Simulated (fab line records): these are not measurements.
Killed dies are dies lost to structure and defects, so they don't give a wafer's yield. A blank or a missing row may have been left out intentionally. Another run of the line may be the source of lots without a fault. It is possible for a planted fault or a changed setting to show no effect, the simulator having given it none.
fab line records -- flow nand_harc
record: lots: 5, wafers: 15, last_day: 29
route steps=1302 shown A_CHANNEL_HOLE_D2@581 A_CHANNEL_FILL_D2@610 END@1302
lots untouched by any fault: they come from a run of this same line in which no faults occurred
start_h: start of the lot's first displayed wafer, in hours after the record's first day -- wait_h: hours elapsed since this lot's preceding step -- " repeats the value in the row above -- L1.1+2: one row covering several wafers at once -- - value missing, or start not given -- * or withheld: withheld -- < > ~ a bound
route shown NAME@n: names a module that has steps shown in the file, with the first one's number in the route -- usual: mean and standard deviation over wafers with no fault -- same: alike in all rows -- chamber/n: place in a boat -- sites: the reading at each site -- _std_site: the values' standard deviation -- _edge_site: inner sites' mean taken away from outer sites' mean -- radius_mm: how far each site lies from the wafer's centre -- mask NAME#n: copy n -- behind: the last tool/chamber to shape the wafer -- hold: why the lot went on hold/how many hours it stayed there/how the hold came to an end -- device: transistor that didn't switch, given as n, p or np -- end of line: tests run on the same wafers once the route is complete -- for a step that has no rows: nothing shown but its recipe -- killed: dies lost to structure and defects at the first sort, not the wafer's yield -- map: a wafer's dies, marking killed ones x, the rest . and places with no die _
set.NAME: the setting the step ran with; set.NAME@STEP: the setting that earlier step ran with -- model.NAME: the simulator's own value behind a step, which no gauge read
lots at selected steps of the route; one table per step, one row per wafer
services: a tool's chamber out of use, with start hour (start_h, from the record's first day; less than 0 if before it), hours out, and reason
== steps ==
step: NHARC_A_CHANNEL_HOLE_D2_DEVELOP_09
recipe: develop_time_s: 35, dev_temp_c: 23
step: NHARC_A_CHANNEL_HOLE_D2_CD_MEAS_10
recipe: target_cd_nm: 100, landing_energy_ev: 500
usual: cd_nm: 100.0/0.44
same: landing_energy_ev: 500
lot.wafer,tool,chamber,start_h,wait_h,cd_nm
L190.1,cd_sem-02,0,305.99,-,99.6
L190.3,cd_sem-02,0,305.99,-,99.8
L190.4,cd_sem-02,0,305.99,-,99.5
L196.1,cd_sem-03,0,355.17,-,99.9
L196.3,cd_sem-03,0,355.17,-,100.5
L196.4,cd_sem-03,0,355.17,-,99.2
L197.3,cd_sem-02,0,380.50,-,99.9
L197.5,cd_sem-02,0,380.50,-,99.2
L197.6,cd_sem-02,0,380.50,-,100.7
L198.4,cd_sem-03,0,396.33,-,99.6
L198.5,cd_sem-03,0,396.33,-,99.4
L198.6,cd_sem-03,0,396.33,-,99.6
L202.2,cd_sem-02,0,420.02,-,100.1
L202.3,cd_sem-02,0,420.02,-,99.7
L202.4,cd_sem-02,0,420.02,-,99.5
step: NHARC_A_CHANNEL_HOLE_D2_OVL_MEAS_11
usual: overlay_x_nm: 0.0/0.97, overlay_y_nm: 0.2/0.94
lot.wafer,tool,chamber,start_h,wait_h,overlay_x_nm,overlay_y_nm
L190.1,overlay-02,-,306.08,-,0.4,1.6
L190.3,overlay-02,-,306.08,-,0.5,1.4
L190.4,overlay-02,-,306.08,-,0.6,0.8
L196.1,overlay-01,-,355.26,-,0.0,-0.1
L196.3,overlay-01,-,355.26,-,-0.1,0.6
L196.4,overlay-01,-,355.26,-,-0.2,0.4
L197.3,overlay-01,-,380.58,-,-0.2,-0.3
L197.5,overlay-01,-,380.58,-,0.0,0.1
L197.6,overlay-01,-,380.58,-,0.4,-0.4
L198.4,overlay-02,-,396.41,-,0.2,-0.3
L198.5,overlay-02,-,396.41,-,0.3,0.2
L198.6,overlay-02,-,396.41,-,-0.2,-0.3
L202.2,overlay-01,-,420.11,-,-0.7,0.3
L202.3,overlay-01,-,420.11,-,-0.7,0.9
L202.4,overlay-01,-,420.11,-,-0.4,0.5
step: NHARC_A_CHANNEL_HOLE_D2_INSPECT_12
usual: raw_defect_count: 33/21
lot.wafer,tool,chamber,start_h,wait_h,raw_defect_count
L190.1,defect_inspect-02,-,306.11,0.0,11
L190.3,defect_inspect-02,-,306.11,0.0,13
L190.4,defect_inspect-02,-,306.11,0.0,8
L196.1,defect_inspect-01,-,355.30,0.0,7
L196.3,defect_inspect-01,-,355.30,0.0,8
L196.4,defect_inspect-01,-,355.30,0.0,6
L197.3,defect_inspect-02,-,380.62,0.0,62
L197.5,defect_inspect-02,-,380.62,0.0,66
L197.6,defect_inspect-02,-,380.62,0.0,61
L198.4,defect_inspect-01,-,396.45,0.0,11
L198.5,defect_inspect-01,-,396.45,0.0,7
L198.6,defect_inspect-01,-,396.45,0.0,10
L202.2,defect_inspect-01,-,420.14,0.0,8
L202.3,defect_inspect-01,-,420.14,0.0,14
L202.4,defect_inspect-01,-,420.14,0.0,12
step: NHARC_A_CHANNEL_HOLE_D2_DESCUM_15
recipe: time_s: 3, o2_flow_sccm: 200, ar_flow_sccm: 0, bias_power_w: 0, chemistry: O2
step: NHARC_A_CHANNEL_HOLE_D2_ETCH_38
recipe: target_depth_a: 390, over_etch_frac: 0.3, time_s: 65, ion_energy_ev: 80, cf4_flow_sccm: 150, ar_flow_sccm: 0, rf_w: 300, bias_w: 100, chemistry: CF4
step: NHARC_A_CHANNEL_HOLE_D2_ETCH_39
recipe: target_depth_a: 2600, over_etch_frac: 0.3, time_s: 325, ion_energy_ev: 200, n2_flow_sccm: 150, h2_flow_sccm: 150, ar_flow_sccm: 0, rf_w: 400, bias_w: 150, chemistry: N2/H2
step: NHARC_A_CHANNEL_HOLE_D2_ETCH_34
recipe: target_depth_a: 1540, time_s: 77, cf4_flow_sccm: 100, chf3_flow_sccm: 30, ar_flow_sccm: 0, rf_w: 500, bias_w: 200, chemistry: CF4/CHF3
step: NHARC_A_CHANNEL_HOLE_D2_ETCH_16
recipe: target_depth_a: 31000, over_etch_frac: 0.3, time_s: 806, ion_energy_ev: 150, o2_flow_sccm: 400, cos_flow_sccm: 20, ar_flow_sccm: 0, rf_w: 500, bias_w: 300, chemistry: O2/COS
usual: drypump_motor_current_A: 5.6/0.4, oes_product_au: 1.003/0.011, rf_vpp_V: 314.6/2.3, showerhead_plenum_p_Torr: 3.15/0.14, throttle_valve_pct: 28.329/0.0085
lot.wafer,tool,chamber,start_h,wait_h,drypump_motor_current_A,oes_product_au,rf_hours_counter_h,rf_vpp_V,showerhead_plenum_p_Torr,throttle_valve_pct
L190.1,rie_diel-06,1,-,-,5.1,1.006,10.6,314.6,3.14,28.330
L190.3,rie_diel-06,2,-,-,5.5,1.002,10.4,311.9,2.93,28.325
L190.4,rie_diel-06,3,-,-,5.7,1.020,10.2,315.3,3.28,28.333
L196.3,rie_diel-06,3,-,-,5.7,1.017,2.1,314.7,3.28,28.321
L196.4,rie_diel-06,1,-,-,5.1,0.997,1.4,313.7,3.14,28.326
L196.1,rie_diel-06,2,-,-,5.5,0.997,2.1,312.0,2.93,28.328
L197.3,rie_diel-08,2,-,-,5.1,0.994,0.4,314.8,3.14,28.332
L197.6,rie_diel-08,3,-,-,5.5,0.996,-,318.4,3.34,28.342
L197.5,rie_diel-08,0,-,-,5.7,1.033,-,312.8,2.99,28.342
L198.4,rie_diel-08,2,-,-,5.1,0.990,1.1,315.1,3.14,28.329
L198.5,rie_diel-08,2,-,-,5.1,0.995,-,315.5,3.14,28.326
L198.6,rie_diel-08,3,-,-,5.5,0.991,-,318.4,3.34,28.316
L202.4,rie_diel-08,3,-,-,5.5,1.002,2.5,316.3,3.34,28.340
L202.2,rie_diel-08,0,-,-,5.7,1.022,2.4,312.1,2.99,28.339
L202.3,rie_diel-08,2,-,-,5.1,0.999,2.2,315.2,3.14,28.344
step: NHARC_A_CHANNEL_HOLE_D2_CD_MEAS_18
usual: cd_nm: 99.3/2.2
lot.wafer,tool,chamber,start_h,wait_h,cd_nm
L190.1,cd_sem-02,-,307.28,-,95.3
L190.3,cd_sem-02,-,307.28,-,97.4
L190.4,cd_sem-02,-,307.28,-,97.9
L196.1,cd_sem-03,-,356.47,-,100.0
L196.3,cd_sem-03,-,356.47,-,103.9
L196.4,cd_sem-03,-,356.47,-,98.2
L197.3,cd_sem-03,-,381.79,-,96.6
L197.5,cd_sem-03,-,381.79,-,97.8
L197.6,cd_sem-03,-,381.79,-,95.4
L198.4,cd_sem-02,-,397.62,-,97.5
L198.5,cd_sem-02,-,397.62,-,95.5
L198.6,cd_sem-02,-,397.62,-,99.4
L202.2,cd_sem-01,-,421.32,-,97.3
L202.3,cd_sem-01,-,421.32,-,98.4
L202.4,cd_sem-01,-,421.32,-,98.5
step: NHARC_A_CHANNEL_HOLE_D2_ETCH_19
recipe: bias_v: 1200, source_w: 2500, pressure_mtorr: 15, time_s: 34.5, ar_flow_sccm: 375, c4f8_flow_sccm: 28.8, o2_flow_sccm: 96.2, temp_c: -20, target_depth_a: *, chemistry: C4F8/O2/Ar
step: NHARC_A_CHANNEL_HOLE_D2_ETCH_20
recipe: bias_v: 3000, source_w: withheld, pressure_mtorr: 20, time_s: 361.9, ar_flow_sccm: 375, c4f8_flow_sccm: 89.3, o2_flow_sccm: 35.7, temp_c: -20, target_depth_a: 16000, chemistry: C4F8/O2/Ar
step: NHARC_A_CHANNEL_HOLE_D2_ETCH_21
recipe: bias_v: 3000, source_w: withheld, pressure_mtorr: 20, time_s: 514.3, ar_flow_sccm: 375, c4f8_flow_sccm: 89.3, o2_flow_sccm: 35.7, temp_c: -20, target_depth_a: 16000, chemistry: C4F8/O2/Ar
usual: drypump_motor_current_A: 5.74/0.15, showerhead_plenum_p_Torr: 3.65/0.15, throttle_valve_pct: 32.155/0.0089
lot.wafer,tool,chamber,start_h,wait_h,drypump_motor_current_A,rf_hours_counter_h,showerhead_plenum_p_Torr,throttle_valve_pct
L190.1,har_etch-02,1,307.86,0.3,5.94,375,3.72,32.161
L190.4,har_etch-02,0,307.86,0.3,5.77,-,3.48,32.155
L190.3,har_etch-02,1,307.86,0.3,5.96,-,3.72,32.154
L196.1,har_etch-01,0,357.04,0.3,5.60,191,3.50,32.166
L196.3,har_etch-01,1,357.04,0.3,5.59,-,3.61,32.149
L196.4,har_etch-01,0,357.04,0.3,5.59,-,3.50,32.174
L197.3,har_etch-01,1,382.50,0.3,5.60,-,3.61,32.158
L197.5,har_etch-01,0,382.50,0.3,5.59,-,3.50,32.156
L197.6,har_etch-01,1,382.50,0.3,5.59,-,3.61,32.155
L198.4,har_etch-02,1,398.49,0.3,5.93,-,3.70,32.154
L198.5,har_etch-02,1,398.49,0.3,5.95,-,3.70,32.149
L198.6,har_etch-02,0,398.49,0.3,5.77,-,3.93,32.156
L202.2,har_etch-02,1,423.76,0.3,5.97,19,3.69,32.152
L202.4,har_etch-02,1,423.76,0.3,5.97,-,3.69,32.168
L202.3,har_etch-02,0,423.76,0.3,5.77,-,3.92,32.146
step: NHARC_A_CHANNEL_HOLE_D2_ETCH_22
recipe: bias_v: 3000, source_w: withheld, pressure_mtorr: 20, time_s: 666.7, ar_flow_sccm: 375, c4f8_flow_sccm: 89.3, o2_flow_sccm: 35.7, temp_c: -20, target_depth_a: 16000, chemistry: C4F8/O2/Ar
usual: drypump_motor_current_A: 5.74/0.15, showerhead_plenum_p_Torr: 3.65/0.15, throttle_valve_pct: 32.154/0.0091
lot.wafer,tool,chamber,start_h,wait_h,drypump_motor_current_A,rf_hours_counter_h,showerhead_plenum_p_Torr,throttle_valve_pct
L190.1,har_etch-02,1,308.32,0.4,5.94,375,3.72,32.172
L190.4,har_etch-02,0,308.32,0.4,5.78,-,3.48,32.161
L190.3,har_etch-02,1,308.32,0.4,5.94,-,3.72,32.157
L196.1,har_etch-01,0,357.51,0.4,5.58,192,3.50,32.152
L196.3,har_etch-01,1,357.51,0.4,5.59,-,3.61,32.153
L196.4,har_etch-01,0,357.51,0.4,5.58,-,3.50,32.144
L197.3,har_etch-01,1,383.01,0.4,5.59,-,3.61,32.142
L197.5,har_etch-01,0,383.01,0.4,5.59,-,3.50,32.139
L197.6,har_etch-01,1,383.01,0.4,5.58,-,3.61,32.150
L198.4,har_etch-02,1,398.97,0.4,5.95,-,3.70,32.157
L198.5,har_etch-02,1,398.97,0.4,5.94,-,3.70,32.162
L198.6,har_etch-02,0,398.97,0.4,5.80,-,3.93,32.157
L202.2,har_etch-02,1,424.20,0.4,5.93,20,3.69,32.157
L202.4,har_etch-02,1,424.20,0.4,5.93,-,3.69,32.157
L202.3,har_etch-02,0,424.20,0.4,5.77,-,3.92,32.163
step: NHARC_A_CHANNEL_HOLE_D2_ETCH_23
recipe: bias_v: 5000, source_w: withheld, pressure_mtorr: 20, time_s: 819, ar_flow_sccm: 375, c4f8_flow_sccm: 89.3, o2_flow_sccm: 35.7, temp_c: -20, target_depth_a: 16000, chemistry: C4F8/O2/Ar
step: NHARC_A_CHANNEL_HOLE_D2_ETCH_24
recipe: bias_v: 5000, source_w: withheld, pressure_mtorr: 20, time_s: 906.2, ar_flow_sccm: 375, c4f8_flow_sccm: 93.8, o2_flow_sccm: 31.2, temp_c: -20, target_depth_a: 15000, chemistry: C4F8/O2/Ar
step: NHARC_A_CHANNEL_HOLE_D2_ETCH_25
recipe: bias_v: 5000, source_w: withheld, pressure_mtorr: 20, time_s: 1040.2, ar_flow_sccm: 375, c4f8_flow_sccm: 93.8, o2_flow_sccm: 31.2, temp_c: -20, target_depth_a: 15000, chemistry: C4F8/O2/Ar
step: NHARC_A_CHANNEL_HOLE_D2_ETCH_26
recipe: bias_v: 300, source_w: 2000, pressure_mtorr: 30, time_s: 224.1, ar_flow_sccm: 375, c4f8_flow_sccm: 11.4, o2_flow_sccm: 113.6, temp_c: -20, target_depth_a: 3000, chemistry: C4F8/O2/Ar
step: NHARC_A_CHANNEL_HOLE_D2_ETCH_27
recipe: bias_v: 400, source_w: 2000, pressure_mtorr: 25, time_s: 90, ar_flow_sccm: 375, c4f8_flow_sccm: 41.7, o2_flow_sccm: 83.3, temp_c: -20, target_depth_a: 4000, chemistry: C4F8/O2/Ar
step: NHARC_A_CHANNEL_HOLE_D2_STRIP_41
recipe: n2_flow_sccm: 150, h2_flow_sccm: 150, ar_flow_sccm: 0, bias_w: 0, chemistry: N2/H2
step: NHARC_A_CHANNEL_HOLE_D2_STRIP_42
recipe: cf4_flow_sccm: 100, chf3_flow_sccm: 30, ar_flow_sccm: 0, bias_w: 0, chemistry: CF4/CHF3
step: NHARC_A_CHANNEL_HOLE_D2_STRIP_43
recipe: o2_flow_sccm: 400, cos_flow_sccm: 20, ar_flow_sccm: 0, bias_w: 0, chemistry: O2/COS
step: NHARC_A_CHANNEL_HOLE_D2_ETCH_44
recipe: target_depth_a: 1400, overetch_a: 140, time_s: 77, ion_energy_ev: 100, cf4_flow_sccm: 80, o2_flow_sccm: 20, ar_flow_sccm: 0, rf_w: 300, bias_w: 100, chemistry: CF4/O2
step: NHARC_A_CHANNEL_HOLE_D2_STRIP_28
recipe: o2_flow_sccm: 500, ar_flow_sccm: 0, bias_w: 0, chemistry: O2
step: NHARC_A_CHANNEL_HOLE_D2_PRECLEAN_29
recipe: time_s: *, temp_c: 50, bath_age_min: 0, chemistry: SC1
step: NHARC_A_CHANNEL_HOLE_D2_SRD_30
step: NHARC_A_CHANNEL_HOLE_D2_CD_MEAS_31
usual: cd_nm: 89.9/1.1
lot.wafer,tool,chamber,start_h,wait_h,cd_nm
L190.1,cd_sem-03,-,312.94,0.1,90.9
L190.3,cd_sem-03,-,312.94,0.1,91.2
L190.4,cd_sem-03,-,312.94,0.1,90.5
L196.1,cd_sem-03,-,362.07,-,90.3
L196.3,cd_sem-03,-,362.07,-,91.4
L196.4,cd_sem-03,-,362.07,-,89.7
L197.3,cd_sem-02,-,387.37,-,87.1
L197.5,cd_sem-02,-,387.37,-,88.6
L197.6,cd_sem-02,-,387.37,-,89.5
L198.4,cd_sem-01,-,403.48,-,90.3
L198.5,cd_sem-01,-,403.48,-,89.9
L198.6,cd_sem-01,-,403.48,-,90.2
L202.2,cd_sem-03,-,428.85,-,90.7
L202.3,cd_sem-03,-,428.85,-,89.6
L202.4,cd_sem-03,-,428.85,-,88.5
step: NHARC_A_CHANNEL_HOLE_D2_XSEM_32
recipe: landing_energy_ev: 35000
step: NHARC_A_CHANNEL_HOLE_D2_INSPECT_40
usual: raw_defect_count: 281/100
lot.wafer,tool,chamber,start_h,wait_h,raw_defect_count
L190.1,defect_inspect-01,-,313.13,-,177
L190.3,defect_inspect-01,-,313.13,-,374
L190.4,defect_inspect-01,-,313.13,-,252
L196.1,defect_inspect-02,-,362.26,-,242
L196.3,defect_inspect-02,-,362.26,-,280
L196.4,defect_inspect-02,-,362.26,-,219
L197.3,defect_inspect-02,-,387.56,-,328
L197.5,defect_inspect-02,-,387.56,-,361
L197.6,defect_inspect-02,-,387.56,-,342
L198.4,defect_inspect-02,-,403.66,-,182
L198.5,defect_inspect-02,-,403.66,-,226
L198.6,defect_inspect-02,-,403.66,-,205
L202.2,defect_inspect-01,-,429.04,-,587
L202.3,defect_inspect-01,-,429.04,-,499
L202.4,defect_inspect-01,-,429.04,-,485
step: NHARC_A_CHANNEL_FILL_D2_PRECLEAN_00
recipe: time_s: *, temp_c: 50, bath_age_min: 0, chemistry: SC1
step: NHARC_A_CHANNEL_FILL_D2_SRD_01
step: NHARC_A_CHANNEL_FILL_D2_ALD_02
recipe: target_thk_a: 60, pulse_time_s: 10, ald_cycles: 60, temp_c: 300, material: SiO2
step: NHARC_A_CHANNEL_FILL_D2_ALD_03
recipe: target_thk_a: 60, pulse_time_s: 60, ald_cycles: 58, temp_c: 630, pressure_torr: 2, material: SiNx
step: NHARC_A_CHANNEL_FILL_D2_ALD_14
recipe: target_thk_a: 25, pulse_time_s: 10, ald_cycles: 25, temp_c: 300, material: SiO2
usual: heater_power_w: 470/32, precursor_pulse_height_rel: 1.001/0.02
lot.wafer,tool,chamber,start_h,wait_h,heater_power_w,precursor_pulse_height_rel
L190.1,ald_hk-03,1,321.98,0.1,432,0.996
L190.4,ald_hk-03,2,321.98,0.1,481,0.995
L190.3,ald_hk-03,3,321.98,0.1,468,0.983
L196.4,ald_hk-03,1,370.18,0.0,431,1.020
L196.3,ald_hk-03,2,370.18,0.0,485,0.978
L196.1,ald_hk-03,3,370.18,0.0,473,1.013
L197.3,ald_hk-01,3,395.32,0.1,457,0.996
L197.5,ald_hk-01,1,395.32,0.1,451,1.020
L197.6,ald_hk-01,2,395.32,0.1,500,1.030
L198.4,ald_hk-04,2,411.51,0.5,469,1.002
L198.6,ald_hk-04,2,411.51,0.5,498,0.987
L198.5,ald_hk-04,3,411.51,0.5,455,1.022
L202.2,ald_hk-01,2,436.21,0.0,504,1.054
L202.4,ald_hk-01,3,436.21,0.0,456,0.989
L202.3,ald_hk-01,0,436.21,0.0,508,1.007
step: NHARC_A_CHANNEL_FILL_D2_ALD_15
recipe: target_thk_a: 20, pulse_time_s: 60, ald_cycles: 19, temp_c: 630, pressure_torr: 2, material: SiNx
step: NHARC_A_CHANNEL_FILL_D2_ALD_16
recipe: target_thk_a: 15, pulse_time_s: 10, ald_cycles: 15, temp_c: 300, material: SiO2
usual: heater_power_w: 473/31, precursor_pulse_height_rel: 0.999/0.019
lot.wafer,tool,chamber,start_h,wait_h,heater_power_w,precursor_pulse_height_rel
L190.4,ald_hk-04,0,327.16,0.1,512,1.026
L190.1,ald_hk-04,1,327.16,0.1,442,0.998
L190.3,ald_hk-04,2,327.16,0.1,465,0.944
L196.1,ald_hk-01,1,375.38,0.0,450,0.994
L196.3,ald_hk-01,2,375.38,0.0,494,1.005
L196.4,ald_hk-01,0,375.38,0.0,517,0.980
L197.3,ald_hk-04,2,404.02,3.6,482,1.018
L197.5,ald_hk-04,3,404.02,3.6,458,0.985
L197.6,ald_hk-04,0,404.02,3.6,532,0.956
L198.4,ald_hk-01,2,416.74,0.1,496,1.031
L198.6,ald_hk-01,1,416.74,0.1,445,1.020
L198.5,ald_hk-01,2,416.74,0.1,498,0.984
L202.3,ald_hk-01,2,442.86,1.5,504,0.967
L202.4,ald_hk-01,3,442.86,1.5,457,0.994
L202.2,ald_hk-01,0,442.86,1.5,516,0.988
step: NHARC_A_CHANNEL_FILL_D2_ANNEAL_17
recipe: temp_c: 850, time_s: 1800
step: NHARC_A_CHANNEL_FILL_D2_CVD_18
recipe: target_thk_a: 30, temp_c: 550, material: poly-Si
step: NHARC_A_CHANNEL_FILL_D2_ETCHBACK_19
recipe: target_depth_a: 50, time_s: 1.7, hbr_flow_sccm: 150, cl2_flow_sccm: 50, rf_w: 400, icp_w: 400, bias_w: 100, chemistry: HBr/Cl2
usual: drypump_motor_current_A: 5.7/0.47, oes_product_au: 0.999/0.011, throttle_valve_pct: 26.407/0.0096
lot.wafer,tool,chamber,start_h,wait_h,drypump_motor_current_A,oes_product_au,rf_hours_counter_h,throttle_valve_pct
L190.1,rie_si-04,3,338.94,0.4,5.6,0.988,0.87,26.391
L190.3,rie_si-04,0,338.94,0.4,5.9,1.006,1.07,26.416
L190.4,rie_si-04,1,338.94,0.4,6.2,0.982,1.06,26.422
L196.4,rie_si-04,3,387.11,0.4,5.6,0.975,0.19,26.420
L196.3,rie_si-04,0,387.11,0.4,5.8,0.986,0.21,26.404
L196.1,rie_si-04,2,387.11,0.4,5.5,0.995,0.17,26.403
L197.3,rie_si-05,3,415.81,0.4,5.8,1.011,0.64,26.386
L197.5,rie_si-05,1,415.81,0.4,6.2,1.008,-,26.405
L197.6,rie_si-05,2,415.81,0.4,5.1,0.991,-,26.400
L198.4,rie_si-02,2,428.69,0.4,5.3,1.011,0.84,26.396
L198.5,rie_si-02,0,428.69,0.4,6.7,1.017,-,26.414
L198.6,rie_si-02,1,428.69,0.4,5.3,0.992,-,26.400
L202.2,rie_si-04,2,456.97,0.4,5.5,0.997,0.53,26.407
L202.4,rie_si-04,3,456.97,0.4,5.6,0.984,0.59,26.406
L202.3,rie_si-04,0,456.97,0.4,5.9,1.005,0.69,26.405
step: NHARC_A_CHANNEL_FILL_D2_ETCHBACK_20
recipe: target_depth_a: 270, time_s: 13.5, c4f8_flow_sccm: withheld, o2_flow_sccm: 8, ar_flow_sccm: withheld, rf_w: 600, bias_w: 1500, chemistry: C4F8/O2/Ar
step: NHARC_A_CHANNEL_FILL_D2_STRIP_28
recipe: time_s: 20, o2_flow_sccm: 500, ar_flow_sccm: 0, bias_w: 0, chemistry: O2
step: NHARC_A_CHANNEL_FILL_D2_PRECLEAN_21
recipe: time_s: 30, chemistry: dHF
step: NHARC_END_SORT_01
recipe: temp_c: 25
usual: killed_at_array: 57/18, killed_at_other: 0.8/1, killed_at_periphery: 3.9/2.8, killed_dies: 62/18, killed_open: 3.4/1.8, killed_short: 2.2/1.6
same: gross_dies: 677
lot.wafer,tool,chamber,start_h,wait_h,killed_at_array,killed_at_other,killed_at_periphery,killed_dies,killed_open,killed_short
L202.2,prober-02,0,684.57,2.8,106,1,2,109,4,2
L202.3,prober-02,0,685.37,3.1,107,0,2,109,3,3
L202.4,prober-02,0,686.16,3.4,105,0,4,109,1,4
killed by level:class
L202.2 A_CHANNEL_HOLE_D2:unspecified=59 A_SLIT:chamber_film_flake=34 A_CHANNEL_HOLE_D1:chamber_film_flake=5 A_STAIRCASE:chamber_film_flake=2 P_CONTACT:geometric_particle:open=1 P_M1:geometric_particle:open=1 A_SOURCE_PLATE:geometric_particle:short=1 A_CHANNEL_FILL_D2:geometric_particle:short=1
L202.3 A_CHANNEL_HOLE_D2:unspecified=66 A_SLIT:chamber_film_flake=22 A_CHANNEL_HOLE_D1:chamber_film_flake=9 A_STAIRCASE:chamber_film_flake=4 A_WL_FILL:chamber_film_flake=2 P_CONTACT:geometric_particle:short=1 P_M1:geometric_particle:open=1 A_DECK1_JOINT:geometric_particle:open=1
L202.4 A_CHANNEL_HOLE_D2:unspecified=62 A_SLIT:chamber_film_flake=32 A_CHANNEL_HOLE_D1:chamber_film_flake=6 P_M0:geometric_particle:short=2 P_M2:chamber_film_flake=2 A_DECK1_JOINT:geometric_particle:short=1 A_ONON_D2:geometric_particle:short=1 A_BLC:geometric_particle:open=1
map L202.2 (x killed, . not)
____________.____________
_________..x...._________
_______.x..x......_______
______.............______
_____...........x..._____
____......x..........____
____....x..x.........____
___...................___
___...................___
__.....................__
__...........x......x..__
_..........x............_
_....................x.._
_x......x...........xx.._
_................x.xxx.x_
_..................xxxxx_
................x...xxxx.
...................xxxx..
..................x.xxx..
....................xx.x.
.....................x...
_................x..xx.x_
_................xx.x..._
_................xx.x..._
_........x......xxxx...._
_................xxxxx.._
__.............xxxxxx..__
__.............xxxxxxx.__
___...........xxxxxxxx___
___............xxxxxxx___
____x.........x.xxxxx____
____............xxxxx____
_____...........xxxx_____
______...........xx______
_______..........x_______
_________......._________
____________.____________
map L190.4 (x killed, . not)
____________.____________
_________......._________
_______..........._______
______.............______
_____....xx........._____
____.......x.........____
____.....x.x.........____
___..x.x.xxx.........x___
___...x.xxxx..x.......___
__.....xxxx.x..........__
__....x.xxxxx........x.__
_....xx.xxx..x........x._
_......xxxxxx......x...._
_........x..x..........._
_......................._
_.........x............._
xx...................x...
....x...........xx..x....
.........................
.........................
.......................x.
_.....................x._
_...............x......._
_............x.........._
_.x.....x..............._
_......................._
__...............x.....__
__.....................__
___...................___
___..........x........___
____..........x......____
____................x____
_____..............._____
______.............______
_______..........._______
_________x......_________
____________.____________
== services ==
tool,chamber,start_h,hours,kind
ald_hk-04,-,286.07,4.4,repair
rie_si-05,3,293.81,1.9,repair
rie_diel-06,2,294.14,7.0,repair
ald_hk-01,-,298.12,10.0,pm
rie_si-05,-,305.00,9.0,pm
rie_diel-06,-,307.27,9.0,pm
rie_si-04,-,342.00,9.0,pm
rie_diel-08,0,342.49,1.4,repair
rie_diel-06,2,342.62,1.2,repair
rie_diel-06,3,347.65,2.1,repair
rie_si-02,0,349.11,1.9,repair
rie_diel-08,-,367.80,9.0,pm
rie_diel-06,-,373.74,0.8,repair
har_etch-02,-,377.00,17.0,pm
har_etch-02,0,377.00,17.0,vent_cycle
har_etch-02,1,377.00,17.0,vent_cycle
har_etch-02,0,394.00,-,clean
har_etch-02,0,394.00,-,consumable_replace:focus_ring
har_etch-02,0,394.00,-,consumable_replace:showerhead
har_etch-02,1,394.00,-,clean
rie_diel-08,-,405.18,0.2,repair
har_etch-02,-,441.44,0.3,repair
rie_si-02,3,446.84,12.8,repair
rie_si-02,-,454.00,9.0,pm
== key ==
first_sign: step: NHARC_A_CHANNEL_HOLE_D2_INSPECT_40, reading: raw_defect_count, direction: up, sigmas: 2.4, usual: 281, struck: 524
effect: step: NHARC_END_SORT_01, reading: killed_at_array, direction: up, sigmas: 2.7, usual: 57, struck: 106
more_kills_born_at: NHARC_A_CHANNEL_HOLE_D2_ETCH_21@har_etch-02: 186
met_at NHARC_A_CHANNEL_HOLE_D2_ETCH_21
struck_wafers L202.2,L202.3,L202.4
tester_left_out L202
onset_between 398.49 423.76
also_fits time
fault: kind: chamber_particle_source, tool: har_etch-02, chamber: -, onset_h: 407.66, steps: NHARC_A_CHANNEL_HOLE_D2_ETCH_21, rate_per_visit_cm2: 0.45867, end_h: 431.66
tester_left_out: of these lots the tester's yield and bins aren't shown, on N5 and GAA mostly nor the transistor test; their killed dies are dies lost to structure and defects alone, not to doping, threshold or leakage, so they don't give the yield
